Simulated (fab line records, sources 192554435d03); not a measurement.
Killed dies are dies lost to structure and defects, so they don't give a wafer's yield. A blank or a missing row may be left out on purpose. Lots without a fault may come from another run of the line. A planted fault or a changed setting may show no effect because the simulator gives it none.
fab line records | flow n5_finfet
record lots=4 wafers=12 last_day=17
route steps=1938 shown BEOL_M8@1368 BEOL_M9@1401 PASSIVATION@1936
lots that met no fault: from a run of the same line without faults
start_h: hours from the record's first day to the start of the lot's first wafer shown | wait_h: hours since the lot's step before | " the same as in the row above | L1.1+2: a row that stands for several wafers | - no value, or no start given | * or withheld: withheld | < > ~ a bound
route shown NAME@n: a module of which the file shows steps, and the number in the route of the first | usual: mean/standard deviation of fault-free wafers | same: alike in all rows | chamber/n: place in a boat | sites: the reading at each site | _std_site: their standard deviation | _edge_site: outer sites' mean less inner sites' | radius_mm: how far each site lies from the wafer's centre | mask NAME#n: copy n | behind: the tool/chamber that last shaped the wafer | hold: why the lot was held/for how many hours/how that ended | device: the transistor (n, p or np) that didn't switch | end of line: the same wafers' tests at the end of the route | a step without rows: its recipe alone | killed: dies lost to structure and defects at the first sort, not the wafer's yield | map: a wafer's dies, x killed, . not, _ none there
set.NAME: the setting as run; set.NAME@STEP: as run at that earlier step | model.NAME: the simulator's own value behind a step, which no gauge read
lots at some steps of the route; a table a step, a row a wafer
services: from which hour (start_h, from the record's first day; less than 0 if before it) a tool's chamber was out of use, for how many hours, and why
## steps
# step N5_BEOL_M8_DESCUM_33
# recipe chemistry=O2 time_s=7 source_power_w=50 bias_power_w=20 pressure_mtorr=20 rf_frequency_hz=2.712e+07 temp_c=40 resist=CAR-EUV o2_flow_sccm=225
# step N5_BEOL_M8_ETCH_72
# recipe chemistry=N2/H2 target=underlayer target_depth_a=65 mask_material=CAR-EUV time_s=5.2 ion_energy_ev=200 pressure_mtorr=30 source_w=840 bias_w=150 n2_flow_sccm=200 h2_flow_sccm=200 ends=cleared
# step N5_BEOL_M8_ETCH_65
# recipe chemistry=CF4 target=SiARC target_depth_a=156 mask_material=CAR-EUV time_s=26 ion_energy_ev=80 pressure_mtorr=40 source_w=545 bias_w=36 Ar_flow_sccm=100 cf4_flow_sccm=100 ends=cleared
# step N5_BEOL_M8_ETCH_66
# recipe chemistry=N2/H2 target=SOC target_depth_a=800 overetch_a=160 mask_material=SiARC temp_c=40 time_s=120 ion_energy_ev=200 pressure_mtorr=30 source_w=840 bias_w=150 n2_flow_sccm=200 h2_flow_sccm=200
# step N5_BEOL_M8_STRIP_69
# recipe chemistry=N2/H2 temp_c=40 n2_flow_sccm=200 h2_flow_sccm=200 rf_frequency_hz=6e+07
# step N5_BEOL_M8_STRIP_73
# recipe chemistry=N2/H2 temp_c=40 n2_flow_sccm=200 h2_flow_sccm=200 rf_frequency_hz=6e+07
# step N5_BEOL_M8_VIA_ETCH_34
# recipe chemistry=C4F6/O2 target=SiCOH_lowk target_depth_a=1255 mask_material=SOC taper_deg=4 time_s=50.5 ion_energy_ev=250 pressure_mtorr=30 source_w=345 bias_w=185 Ar_flow_sccm=300 C4F6_flow_sccm=10 O2_flow_sccm=10
# step N5_BEOL_M8_STRIP_76
# recipe chemistry=C4F6/O2 resist=SiARC rf_frequency_hz=6e+07
# step N5_BEOL_M8_STRIP_36
# recipe chemistry=N2/H2 power_w=450 temp_c=40 pressure_mtorr=20 rf_frequency_hz=6e+07 overash_fraction=0.3 bias_power_w=7 h2_frac=0.5 n2_flow_sccm=200 h2_flow_sccm=200
# step N5_BEOL_M8_TRENCH_ETCH_37
# recipe chemistry=C4F6/O2 target_depth_a=934.78 target=SiCOH_lowk time_s=31.2 ion_energy_ev=250 pressure_mtorr=30 source_w=345 bias_w=185 Ar_flow_sccm=300 C4F6_flow_sccm=10 O2_flow_sccm=10
# step N5_BEOL_M8_ETCH_41
# recipe chemistry=CH3F/O2 target=SiCN target_depth_a=319 taper_deg=2 time_s=57.8 ion_energy_ev=120 mask_material=TiN pressure_mtorr=30 source_w=395 bias_w=75 Ar_flow_sccm=150 CH3F_flow_sccm=30 O2_flow_sccm=20
# step N5_BEOL_M8_STRIP_80
# recipe chemistry=N2/H2 time_s=10 power_w=450 temp_c=40 pressure_mtorr=20 rf_frequency_hz=6e+07 bias_power_w=7 n2_flow_sccm=200 h2_flow_sccm=200
# usual drypump_motor_current_A=5.59/0.28 oes_product_au=0.80/0.081 rf_vpp_V=59.0/0.81 showerhead_plenum_p_Torr=2.50/0.065 throttle_valve_pct=23.7/0.47
# columns lot.wafer tool chamber start_h wait_h drypump_motor_current_A oes_product_au rf_hours_counter_h rf_vpp_V showerhead_plenum_p_Torr throttle_valve_pct
L607.4 rie_diel-02 3 203.23 - 5.77 0.92 19 59.2 2.51 24.1
L607.5 " 3 " " 5.72 0.92 - 59.3 2.51 24.1
L607.6 " 0 " " 5.70 0.70 - 58.7 2.44 24.4
L618.2 rie_diel-02 3 279.33 - 5.77 0.87 47 59.7 2.50 24.1
L618.5 " 3 " " 5.78 0.87 - 59.0 2.50 24.1
L618.6 " 0 " " 5.68 0.69 - 57.5 2.43 24.5
L619.4 rie_diel-02 0 282.35 - 5.69 0.68 - 58.9 2.43 24.5
L619.5 " 3 " " 5.77 0.87 - 58.6 2.50 24.1
L619.6 " 1 " " 5.23 0.73 - 59.8 2.43 24.2
L629.1 rie_diel-06 1 333.59 - 5.41 0.81 91 59.6 2.57 23.5
L629.3 " 2 " " 5.53 0.80 127 57.9 2.57 24.3
L629.4 " 0 " " 6.05 0.79 92 59.5 2.44 23.3
# step N5_BEOL_M8_HM_STRIP_39
# recipe chemistry=peroxide_tin_strip material=TiN target_depth_a=250 temp_c=50 time_s=158
# step N5_BEOL_M8_SRD_40
# recipe time_s=30 temp_c=23 rinse_liquid=diw dry=ipa_marangoni
# step N5_BEOL_M8_PRECLEAN_42
# recipe chemistry=residue_remover time_s=60 temp_c=40
# step N5_BEOL_M8_SRD_43
# recipe time_s=30 temp_c=23 rinse_liquid=diw dry=ipa_marangoni
# step N5_BEOL_M8_CURE_75
# recipe temp_c=370 time_s=120 ambient=DMADMS/He material=SiCOH_lowk
# step N5_BEOL_M8_DEGAS_44
# recipe ambient=vacuum temp_c=250 time_s=60
# step N5_BEOL_M8_PRE_CLEAN_45
# recipe gas=H2/He time_s=30 temp_c=250
# step N5_BEOL_M8_ALD_77
# recipe material=TaN target_thk_a=20 temp_c=275 ald_precursor_family=PDMAT ald_co_reactant=NH3 pressure_torr=3 carrier_flow_sccm=1500 pulse_time_s=2 purge_time_s=3 co_reactant_purge_time_s=2 co_reactant_pulse_time_s=3 ald_cycles=40 precursor_vessel_temp_c=75 precursor_vessel_pressure_torr=26.25 precursor_vessel_carrier_sccm=1000
# step N5_BEOL_M8_SURFACE_TREAT_79
# recipe gas=Ar time_s=* ion_energy_ev=* ion_current_ma_cm2=0.5 pressure_mtorr=* ar_flow_sccm=30
# step N5_BEOL_M8_CVD_78
# recipe material=Co target_thk_a=20 temp_c=withheld precursor=CCTBA/H2 pressure_torr=30 time_s=142.3
# step N5_BEOL_M8_SPUTTER_48
# recipe material=Cu target_thk_a=100 temp_c=-20 bias_v=60 power_w=26000 chamber_pressure_pa=0.13 time_s=1.667
# step N5_BEOL_M8_ECD_50
# recipe material=Cu target_thk_a=3000
# step N5_BEOL_M8_ANNEAL_51
# recipe temp_c=225 time_s=90 ambient=N2
# step N5_BEOL_M8_CMP_52
# recipe stop_on=SiCOH_lowk t_overpolish_s=6.9 down_force_psi=1 platen_rpm=50 clearing_platen_down_force_psi=1.5 clearing_platen_rpm=50 post_cmp_clean=cu_alkaline target_thk_nm=80 clearing_platen_pad_velocity_m_s=0.99484 pad_velocity_m_s=0.99484
# step N5_BEOL_M8_PRE_CLEAN_55
# recipe gas=NH3 time_s=15 temp_c=withheld rf_power_w=300
# step N5_BEOL_M8_DEP_56
# recipe material=SiCN target_thk_a=100 temp_c=withheld precursor=3MS/NH3 pressure_torr=3 rf_w=202 time_s=17.5
# step N5_BEOL_M9_ILD_DEP_00
# recipe material=SiCOH_lowk target_thk_a=3085.1 temp_c=300 precursor=DEMS/porogen pressure_torr=5 rf_w=500 time_s=58
# step N5_BEOL_M9_CURE_71
# recipe temp_c=385 time_s=240 ambient=He/Ar material=SiCOH_lowk
# step N5_BEOL_M9_PECVD_70
# recipe material=SiO2 target_thk_a=200 temp_c=400 precursor=TEOS/O2 pressure_torr=5.5 rf_w=450 teos_flow_sccm=53.8 gas=O2 flow_sccm=3000 time_s=22.7
# step N5_BEOL_M9_HM_DEP_02
# recipe material=TiN target_thk_a=200 temp_c=25 chamber_pressure_pa=0.49996
# step N5_BEOL_M9_COAT_59
# recipe resist=SOC temp_c=250 time_s=60 spin_rpm=1500 resist_thk_nm=100
# step N5_BEOL_M9_COAT_60
# recipe resist=SiARC temp_c=220 time_s=60 spin_rpm=1500 resist_thk_nm=30
# step N5_BEOL_M9_COAT_05
# recipe resist=CAR-ArF spin_rpm=1500 resist_thk_nm=90
# step N5_PASSIVATION_PROBE_49
# usual defect_limited_yield=91.4/1.4 killed_at_M0_to_M3=34/8.9 killed_at_M4_up=13/4.6 killed_at_contacts=12/5.5 killed_at_front_end=41/11 killed_at_other=3.1/2.9 killed_dies=102/16 killed_on_rim=13/4.2 killed_open=66/11 killed_short=34/7.6 sort_bin_5_function=5.1/0.89 sort_bin_6_memory=3.2/0.61 sort_n_pass=1078/16 sort_yield_pct=91.3/1.4
# same gross_dies=1180 killed_at_back_side=0 sort_bin_4_leakage[%]=0 sort_bin_8_speed[%]=0
# columns lot.wafer tool chamber start_h wait_h defect_limited_yield[%] killed_at_M0_to_M3 killed_at_M4_up killed_at_contacts killed_at_front_end killed_at_other killed_dies killed_on_rim killed_open killed_short sort_bin_5_function[%] sort_bin_6_memory[%] sort_n_pass sort_yield_pct[%]
L607.4 prober-01 - 276.17 0.2 89.1 30 16 11 69 3 129 12 77 40 5.9 4.0 1051 89.1
L607.5 prober-01 - 276.22 0.2 90.0 45 10 20 43 0 118 11 80 38 5.5 4.1 1062 90.0
L607.6 prober-01 - 276.27 0.3 87.6 55 16 11 61 3 146 24 100 40 7.5 3.8 1034 87.6
L619.5 prober-02 - 346.42 0.2 84.6 31 106 15 29 1 182 25 64 23 8.5 4.1 998 84.6
L618.2 prober-01 - 346.67 0.1 85.3 22 98 22 29 2 173 31 61 26 8.7 3.2 1007 85.3
L618.5 prober-01 - 346.82 0.2 83.1 33 106 13 44 4 200 39 64 37 10.5 3.7 980 83.1
L618.6 prober-01 - 346.87 0.3 91.1 25 13 12 53 2 105 14 75 30 5.3 3.5 1075 91.1
# killed by level:class
L607.4 FIN_SAQP:geometric_particle:open=13 FIN_SAQP:geometric_particle:short=12 MOL_CONTACT_COAG:geometric_particle:open=10 STI_FIN_REVEAL:geometric_particle:open=9 GATE_CUT:geometric_particle:short=8 BEOL_M2:geometric_particle:open=8 HKMG_FIN:area_etch=8 BEOL_M0_SAQP:geometric_particle:open=6
L607.5 MOL_CONTACT_COAG:geometric_particle:open=15 BEOL_M0_SAQP:geometric_particle:open=14 FIN_SAQP:geometric_particle:open=12 STI_FIN_REVEAL:geometric_particle:open=12 FIN_SAQP:geometric_particle:short=11 BEOL_M0_SAQP:geometric_particle:short=8 BEOL_M2:geometric_particle:open=8 MOL_CONTACT_COAG:geometric_particle:short=5
L607.6 FIN_SAQP:geometric_particle:open=19 BEOL_M0_SAQP:geometric_particle:open=15 BEOL_M0_SAQP:geometric_particle:short=14 STI_FIN_REVEAL:geometric_particle:open=12 FIN_SAQP:geometric_particle:short=8 MOL_CONTACT_COAG:geometric_particle:open=8 BEOL_M0:geometric_particle:open=7 DUMMY_GATE:geometric_particle:open=6
L619.5 BEOL_M8:unspecified=95 MOL_CONTACT_COAG:geometric_particle:open=12 BEOL_M0_SAQP:geometric_particle:open=10 FIN_SAQP:geometric_particle:open=8 BEOL_M0_SAQP:geometric_particle:short=7 STI_FIN_REVEAL:geometric_particle:open=7 BEOL_M1:geometric_particle:open=5 BEOL_M2:geometric_particle:open=5
L618.2 BEOL_M8:unspecified=86 MOL_CONTACT_COAG:geometric_particle:open=18 BEOL_M0_SAQP:geometric_particle:short=7 BEOL_M4:geometric_particle:open=7 STI_FIN_REVEAL:geometric_particle:open=6 FIN_SAQP:geometric_particle:open=5 FIN_SAQP:geometric_particle:short=4 MOL_CONTACT_COAG:geometric_particle:short=4
L618.5 BEOL_M8:unspecified=91 BEOL_M0_SAQP:geometric_particle:open=13 MOL_CONTACT_COAG:geometric_particle:open=11 FIN_SAQP:geometric_particle:open=9 FIN_SAQP:geometric_particle:short=8 HKMG_FIN:area_etch=7 BEOL_M1:geometric_particle:short=6 BEOL_M0_SAQP:geometric_particle:short=5
L618.6 FIN_SAQP:geometric_particle:open=15 STI_FIN_REVEAL:geometric_particle:open=13 MOL_CONTACT_COAG:geometric_particle:open=11 FIN_SAQP:geometric_particle:short=9 BEOL_M0_SAQP:geometric_particle:open=8 BEOL_M4:geometric_particle:open=7 BEOL_M0_SAQP:geometric_particle:short=5 STI_FIN_REVEAL:geometric_particle:short=4
# map L618.5 (x killed, . not)
_________________......x.....________________
______________.................._____________
___________...x....x...............__________
__________.xx......................._________
________.x.....x........x............x_______
_______..x................x...........x______
______....x...x........x....x.......x..x_____
_____................x..x...x............____
____........................x.............___
___...................x....................__
___..x...x..x......x..x.....x.....x.x.....x__
__......xx.........................x........_
__.........xx.........x........x..........x._
_...x.x.x.x.............................x..x.
_....x..........x..........x.........x.....xx
_.........................x....x..........x..
_x.....................x.............x......x
_...x........x........................x......
_....x......................................x
_xx...........x...............x..........x.x.
_.x.......xx..x...........x.........x.xx.xxxx
__.............xx.................x.xxxxxxx._
__......x.............x.........xxxxxxxxxxxx_
___...........xx...x.........xx.xxxxxxxxxxx__
___......x.......xxx...x.....x..xxxxxxxxxxx__
____...........x...............xxxxxxxxxxx___
_____.......x...x...x...........xxxxxxxxx____
______...x......x..............xx.xxxxxx_____
_______..............xx.......x..xxxxxx______
________...................x......xxxx_______
__________..x..........x..x.....xx.._________
___________.x...............x......__________
______________....x............._____________
_________________.x....xx.xx.________________
# map L619.5 (x killed, . not)
_________________............________________
______________.......x....x....._____________
___________............x.x..x......__________
__________..x...........x..........._________
________.............x.........x..x..._______
_______x....x............x...x.......x.______
______...............x...x.............._____
_____.......x....................x.......____
____....x...x..........x...............x..___
___.....x.x................................__
___..................x...x...x......x......__
__........................x..x............x._
__........x...x...............x.......x....._
_.......x...................xxx..............
_.....................x......................
_x.............x..........x...........x......
_..........x.x..xx................x.....x....
_............x.....xx........................
_.....x.....x............x..............x....
_...............x..................x.xxx.....
_...x.....x..x.x...x.....x..........xxxxxxx..
__....................x.........xxxxxxxxxxxx_
__..................x.........xxxxxxxxxxxxxx_
___............................x.xxxxxxxxxx__
___.....x.......................x.xxxxxxxxx__
____.....................x......xxxxxxxxxx___
_____........................x.xxxxxxxxxx____
______.............xx.......x.x.xxxxxxxx_____
_______.x.........................xxxxx______
________.....x.x.................xxxxx_______
__________..........x...........x..._________
___________x..........x.......x....__________
______________.x.......x..x....._____________
_________________.x..........________________
## services
# columns tool chamber start_h hours kind
rie_diel-02 - 198.01 0.6 repair
rie_diel-02 1 204.08 6.8 repair
rie_diel-02 - 223.96 2.3 repair
rie_diel-06 2 235.93 8.0 repair
rie_diel-02 0 246.25 4.4 repair
rie_diel-06 3 253.06 2.6 repair
rie_diel-02 2 277.61 - clean
rie_diel-02 2 277.61 - consumable_replace:focus_ring
rie_diel-02 2 277.61 20.2 scheduled_down
rie_diel-02 2 277.61 20.2 vent_cycle
rie_diel-06 3 286.58 - clean
rie_diel-06 3 286.58 - consumable_replace:focus_ring
rie_diel-06 3 286.58 - consumable_replace:showerhead
rie_diel-06 3 286.58 22.1 scheduled_down
rie_diel-06 3 286.58 22.1 vent_cycle
rie_diel-02 0 300.60 - clean
rie_diel-02 0 300.60 - consumable_replace:focus_ring
rie_diel-02 0 300.60 - consumable_replace:showerhead
rie_diel-02 0 300.60 20.6 scheduled_down
rie_diel-02 0 300.60 20.6 vent_cycle
rie_diel-06 3 322.17 1.7 repair
## key
first_sign step=N5_PASSIVATION_PROBE_49 reading=killed_at_M4_up direction=up sigmas=20 usual=13 struck=103
effect step=N5_PASSIVATION_PROBE_49 reading=killed_dies direction=up sigmas=5.2 usual=102 struck=185
more_kills_born_at N5_BEOL_M8_STRIP_80@rie_diel-02=272
met_at N5_BEOL_M8_STRIP_80
struck_wafers L618.2,L618.5,L619.5
onset_between 203.23 279.33
fault kind=chamber_particle_source tool=rie_diel-02 chamber=3 onset_h=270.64 steps=N5_BEOL_M8_STRIP_80 rate_per_visit_cm2=1.4362 end_h=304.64
